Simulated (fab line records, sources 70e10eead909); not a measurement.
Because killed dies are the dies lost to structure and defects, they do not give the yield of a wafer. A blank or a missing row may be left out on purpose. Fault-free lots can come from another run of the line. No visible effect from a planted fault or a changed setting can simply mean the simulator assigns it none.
Which tool did it?    flow nandHarc    7 lots with 21 wafers sampled at 5 steps, on a route of 1159 steps

== WHAT EACH GAUGE READ, for each wafer ==
NHARC_A_M0_CD_MEAS_09: the cd target is 80 nm.
lot   measured      on        cdNm (nm)
L399  day 18 14:17  cdSem-02  80.4 80.5 80.1
L400  day 19 12:53  cdSem-02  81.7 80.0 80.3
L403  day 19 23:43  cdSem-03  79.2 80.5 79.9
L402  day 20 03:38  cdSem-03  80.9 80.4 79.3
L406  day 20 05:11  cdSem-02  79.2 79.5 81.4
L412  day 21 14:15  cdSem-03  79.1 80.0 80.4
L417  day 22 14:55  cdSem-03  62.1 80.5 64.6

== WHAT TOOL EACH LOT RAN ON (gives the tool, then ch and the chambers of the sampled wafers, and finally the start) ==
lot   NHARC_A_BLC_ETCH_17                           NHARC_A_BLC_STRIP_21               NHARC_A_BLC_PVD_32                      NHARC_A_M0_EXPOSE_06
L399  rieDiel-11 ch 2,3, day 18 11:32 or earlier    rieDiel-01 ch 0,3, day 18 11:32    pvdSputter-02, day 18 14:08 or earlier  arfiScanner-02 ch 0, day 18 14:08
L400  rieDiel-11 ch 1,2,3, day 19 02:34 or earlier  rieDiel-01 ch 2,3, day 19 02:34    pvdSputter-01, day 19 12:44 or earlier  arfiScanner-01 ch 0, day 19 12:44
L403  rieDiel-01 ch 0,1,3, day 19 18:04 or earlier  rieDiel-01 ch 0,1,3, day 19 18:04  pvdSputter-03, day 19 23:35 or earlier  arfiScanner-02 ch 0, day 19 23:35
L402  rieDiel-11 ch 0,3, day 19 22:17 or earlier    rieDiel-01 ch 0,1,3, day 19 22:17  pvdSputter-01, day 20 03:29 or earlier  arfiScanner-02 ch 0, day 20 03:29
L406  rieDiel-01 ch 0,1,2, day 20 01:56 or earlier  rieDiel-11 ch 0,1, day 20 01:56    pvdSputter-01, day 20 05:03 or earlier  arfiScanner-03 ch 0, day 20 05:03
L412  rieDiel-11 ch 0,1, day 21 02:05 or earlier    rieDiel-01 ch 0,1,3, day 21 02:05  pvdSputter-03, day 21 14:07 or earlier  arfiScanner-01 ch 0, day 21 14:07
L417  rieDiel-08 ch 0,2,3, day 22 08:05 or earlier  rieDiel-11 ch 0,1, day 22 08:05    pvdSputter-03, day 22 14:47 or earlier  arfiScanner-02 ch 0, day 22 14:47
- NHARC_A_BLC_ETCH_17: etches the open film in N2/H2, target depth 390 nm, time 609.38 s.
- NHARC_A_BLC_STRIP_21: strips in O2.
- NHARC_A_BLC_PVD_32: deposits Ti, target thk 5 nm, time 17.7 s.
- NHARC_A_M0_EXPOSE_06: exposes mask A M0, target cd 80 nm.

== THE ANSWER, worked out from the rows above alone ==
Rule: what is usual is taken from the lots themselves. The widest of any qualifying gaps counts: lots, ordered by their means at a reading, are off when they make up no more than a third of the lots, leave a main group of 4 or more, and stand apart from it by 3 or more times the standard deviation of that group's means. Not used: any main group whose means are identical at the precision the tables above print for the reading. A lot without any number at a reading at which 4 lots or more have one is off too. Any other lot the step has rows for is counted as sound.
Off at NHARC_A_M0_CD_MEAS_09 (cdNm): L417. The main group: mean 80.2 nm, standard deviation 0.29.
A tool fits if, at a process step before that reading, it ran every lot that is off, and no sound lot after the first of them. Gauges at NHARC_A_M0_CD_MEAS_09: tried the same way as those tools. Because NHARC_A_BLC_ETCH_17 lacks a start for some lots, the hours and order of its lots are taken from NHARC_A_BLC_STRIP_21. Because NHARC_A_BLC_PVD_32 lacks a start for some lots, the hours and order of its lots are taken from NHARC_A_M0_EXPOSE_06. Can't be told from this: 5 tools fit, rieDiel-08 at NHARC_A_BLC_ETCH_17, rieDiel-11 at NHARC_A_BLC_STRIP_21, pvdSputter-03 at NHARC_A_BLC_PVD_32, arfiScanner-02 at NHARC_A_M0_EXPOSE_06, cdSem-03 at NHARC_A_M0_CD_MEAS_09.

== WHAT THE SIMULATOR HAD PUT IN ==
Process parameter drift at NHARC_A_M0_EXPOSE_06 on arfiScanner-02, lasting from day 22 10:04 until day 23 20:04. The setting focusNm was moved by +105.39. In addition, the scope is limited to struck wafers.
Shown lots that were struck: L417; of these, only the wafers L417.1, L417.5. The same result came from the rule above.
